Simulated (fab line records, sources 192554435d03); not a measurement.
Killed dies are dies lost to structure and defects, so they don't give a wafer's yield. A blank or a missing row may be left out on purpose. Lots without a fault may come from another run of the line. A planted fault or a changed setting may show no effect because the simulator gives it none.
A struck lot beside a sound one | flow n5_finfet | 37 steps out of a route of 1938
Sound: wafers L861.2, L861.4, L861.6. Struck: wafer L857.6. (L857.1, L857.4 of the same lot were not struck and are left out.) The cause comes at the end.
At each step with rows: each side's tool, then ch and its chambers, then its first start. Under that, the readings that differ: sound wafers | struck wafers | difference of the means | sigmas: that difference in standard deviations of wafers without a fault.
alike: readings whose means differ by less than 2 such deviations, and words and numbers that are the same on both sides. not compared: withheld readings, readings that some wafer has no value for, bounds like >300 that may hide the same value, and numbers for which the record gives no deviation and whose values overlap.
The two part at a step that has a row with sigmas, a row that says differs or no value, or rows on one side only. Numbers that don't overlap but have no deviation are shown without sigmas and don't part them. A reading that every wafer of one side lacks parts them only if that side has two wafers or more.

first, 9 steps without rows for these wafers: N5_BEOL_M1_ANNEAL_95 (time 240 s); N5_BEOL_M1_SPUTTER_96 (material Cu, target thk 4.5 nm, time 8.29 s); N5_BEOL_M1_ECD_50 (material Cu, target thk 300 nm); N5_BEOL_M1_ANNEAL_51 (time 90 s); N5_BEOL_M1_CMP_52 (polishes, stops on SiOC, t overpolish 6.8 s, target thk 40 nm); N5_BEOL_M1_PRE_CLEAN_60 (time 15 s); N5_BEOL_M1_CO_CAP_55 (material Co, precursor CCTBA/H2, target thk 2 nm, time 102.1 s); N5_BEOL_M1_PRE_CLEAN_56 (time 15 s); N5_BEOL_M1_DEP_57 (deposits SiCN from 3MS/NH3, target thk 8 nm, time 14 s).
N5_BEOL_M2_ILD_DEP_00: deposits SiOC from DEMS/O2, target thk 79 nm, time 15.3 s.
  sound on pecvd-01 ch 0,2, day 11 12:34; struck on pecvd-03 ch 1, day 10 19:56
  reading                                      | sound          | struck | difference | sigmas
  model.SiOC_of_BEOL_M2_ILD_DEP_00.thk_nm (nm) | 77.6 79.4 78.2 | 73.4   | -5.0       |
  alike: heater_power_w, showerhead_plenum_p_Torr, throttle_valve_pct
  not compared: rf_fwd_power_W, since_wet_clean_h
N5_BEOL_M2_THK_MEAS_01:
  sound on film_metro-02, day 11 12:38; struck on film_metro-02, day 10 20:01
  reading         | sound          | struck | difference | sigmas
  M2_ILD_THK (nm) | 77.6 79.3 78.2 | 73.4   | -5.0       | -6
then, 24 steps without rows for these wafers: N5_BEOL_M2_PECVD_72 (deposits SiO2 from TEOS/O2, target thk 16 nm, time 18 s); N5_BEOL_M2_HM_DEP_02 (deposits TiN, target thk 20 nm); N5_BEOL_M2_COAT_61 (time 60 s, resist thk 60 nm); N5_BEOL_M2_COAT_62 (time 60 s, resist thk 12 nm); N5_BEOL_M2_COAT_73 (time 60 s, resist thk 5 nm); N5_BEOL_M2_COAT_05 (resist thk 30 nm); N5_BEOL_M2_EBR_07; N5_BEOL_M2_SOFTBAKE_06 (time 60 s); N5_BEOL_M2_EXPOSE_08 (exposes mask M2); N5_BEOL_M2_PEB_09 (peb time 60 s); N5_BEOL_M2_DEVELOP_10 (develop time 30 s); N5_BEOL_M2_DESCUM_16 (chemistry O2, time 7 s); N5_BEOL_M2_ETCH_74 (etches underlayer in N2/H2, target depth 6.5 nm, time 5.2 s); N5_BEOL_M2_ETCH_63 (etches SiARC in CF4, target depth 15.6 nm, time 26 s); N5_BEOL_M2_ETCH_64 (etches SOC in N2/H2, target depth 75 nm, overetch 22.5 nm, time 121.9 s); N5_BEOL_M2_STRIP_65 (strips in N2/H2); N5_BEOL_M2_STRIP_75 (strips in N2/H2); N5_BEOL_M2_STRIP_66 (strips in CF4); N5_BEOL_M2_HM_OPEN_17 (chemistry Cl2/BCl3, target TiN, target depth 20 nm, overetch 6 nm); N5_BEOL_M2_STRIP_19 (strips in O2); N5_BEOL_M2_COAT_67 (time 60 s, resist thk 60 nm); N5_BEOL_M2_COAT_68 (time 60 s, resist thk 12 nm); N5_BEOL_M2_COAT_76 (time 60 s, resist thk 5 nm); N5_BEOL_M2_COAT_22 (resist thk 30 nm).
N5_BEOL_M2_CMP_52: polishes, stops on SiOC, t overpolish 6.8 s, target thk 40 nm.
  sound on cmp-02 ch 1,3, day 12 13:05; struck on cmp-01 ch 3, day 11 09:19
  reading                                      | sound          | struck | difference | sigmas
  model.SiOC_of_BEOL_M2_ILD_DEP_00.thk_nm (nm) | 74.6 76.4 75.2 | 70.4   | -5.0       |
  alike: motor_current_A
N5_BEOL_M4_RC_MEAS_101:
  sound on prober-01 ch 0, day 13 19:48; struck on prober-02 ch 0, day 12 12:32
  reading       | sound          | struck | difference | sigmas
  DIBL_N (mV/V) | 33.6 34.3 32.6 | 36.5   | +3.0       | +2
  DIBL_P (mV/V) | 33.8 35.2 33.7 | 38.4   | +4.2       | +2
  alike: IOFF_N, IOFF_P, ION_N, ION_P, SS_N, SS_P, VT_N, VT_P

WHERE THEY PART
First at N5_BEOL_M2_THK_MEAS_01; last, within this record, at N5_BEOL_M4_RC_MEAS_101.

WHY: what the simulator had put in
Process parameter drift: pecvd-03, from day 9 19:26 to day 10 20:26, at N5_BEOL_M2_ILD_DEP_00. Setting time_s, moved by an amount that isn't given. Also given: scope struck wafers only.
